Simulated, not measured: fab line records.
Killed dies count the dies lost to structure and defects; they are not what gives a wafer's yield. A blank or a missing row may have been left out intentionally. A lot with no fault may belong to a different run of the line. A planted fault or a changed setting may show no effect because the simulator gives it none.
Chamber matching | flow nand harc | NHARC_A_CHANNEL_FILL_D1_ALD_25 on ald hk-04 has 4 sister chambers
The step deposits SiOx, target thk 60 nm, pulse time 10 s, ald cycles 600. 14 wafers are shown with their chamber, then 7 later ones without.

WAFERS, EACH WITH ITS CHAMBER
wafer  | chamber | heater power w (W) | precursor pulse height rel
L509.1 | 3       | 496                | 1.019
L509.5 | 2       | 411                | 0.999
L509.6 | 1       | 456                | 0.986
L514.1 | 1       | 440                | 1.008
L514.2 | 2       | 402                | 1.008
L514.3 | 0       | 424                | 1.021
L517.1 | 2       | 409                | 1.016
L517.3 | 3       | 506                | 1.008
L517.5 | 0       | 436                | 0.964
L519.3 | 2       | 403                | 0.998
L519.4 | 3       | 506                | 0.986
L519.6 | 3       | 502                | 0.991
L520.3 | 0       | 438                | 0.976
L520.5 | 1       | 440                | 1.000

SIGNATURES (averages over the wafers above)
reading                    | chamber 0 | chamber 1 | chamber 2 | chamber 3 | scatter within a chamber
heater power w             | 432.67    | 445.33    | 406.25    | 502.50    | 6.41
precursor pulse height rel | 0.98700   | 0.99800   | 1.00525   | 1.00100   | 0.0172
Rule: for a wafer and a chamber, the distance is found by dividing, reading by reading, the gap between the wafer's reading and the chamber's mean by the reading's scatter, squaring, summing and taking the root. The wafer belongs to the nearest chamber; if the next one is less than 2 further off, it can't be placed. The scatter: take each reading less its chamber's mean, square it, sum over the shown wafers, divide by the number of wafers less the number of chambers, and take the root.

WAFERS WHOSE CHAMBER IS MISSING
wafer  | heater power w (W) | precursor pulse height rel
L520.6 | 432                | 0.984
L527.2 | 446                | 1.002
L527.3 | 440                | 1.024
L527.5 | 413                | 1.009
L529.4 | 500                | 0.955
L529.5 | 432                | 0.994
L529.6 | 443                | 0.992

WHICH CHAMBER EACH WENT THROUGH
wafer  | from the rows above     | in truth
L520.6 | 0                       | 0
L527.2 | 1                       | 1
L527.3 | can't be placed: 1 or 0 | 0
L527.5 | 2                       | 2
L529.4 | 3                       | 3
L529.5 | can't be placed: 0 or 1 | 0
L529.6 | can't be placed: 1 or 0 | 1
Placed correctly: 4 of 7. Cannot be placed on the basis of these rows: 3; the candidates contain the true chamber in 3. Placed wrongly: 0.
